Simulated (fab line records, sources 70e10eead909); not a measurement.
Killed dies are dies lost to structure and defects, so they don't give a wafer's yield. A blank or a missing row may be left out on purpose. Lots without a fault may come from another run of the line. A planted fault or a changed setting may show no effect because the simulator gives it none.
Chamber matching | flow nand_harc | NHARC_A_STAIRCASE_ETCH_188 on rie_diel-13: 4 sister chambers
The step etches the open film in C4F8/O2, target depth 100 nm, time 40.5 s. 4 wafers are shown with their chamber, then 7 later ones without.

WAFERS WITH THEIR CHAMBER
wafer  | chamber | rf_vpp_V (V)
L721.2 | 0       | 904
L730.1 | 3       | 892
L733.1 | 1       | 898
L733.4 | 2       | 898

WAFERS WITHOUT THEIR CHAMBER
wafer  | rf_vpp_V (V)
L733.6 | 894
L732.1 | 897
L732.3 | 893
L732.6 | 906
L734.1 | 899
L734.4 | 904
L738.3 | 898

WHICH CHAMBER EACH WENT THROUGH
wafer  | from the rows above          | in truth
L733.6 | can't be placed: 3 or 1 or 2 | 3
L732.1 | can't be placed: 1 or 2      | 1
L732.3 | 3                            | 3
L732.6 | 0                            | 0
L734.1 | can't be placed: 1 or 2      | 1
L734.4 | 0                            | 0
L738.3 | can't be placed: 1 or 2      | 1
Placed correctly: 3 of 7. Can't be placed from these rows: 4 (the true chamber is among the candidates in 4). Placed wrongly: 0.
How it was worked out, from the rows above alone: a wafer's distance from a chamber is the root of the sum, over the readings, of the square of ((its reading less the chamber's mean) divided by the reading's scatter). The wafer belongs to the nearest chamber; if the next one is less than 2 further off, it can't be placed. A chamber's mean is the mean of its shown wafers. The scatter: with one shown wafer a chamber, the root of the mean of the squares of how far each hidden wafer lies from its nearest shown one.
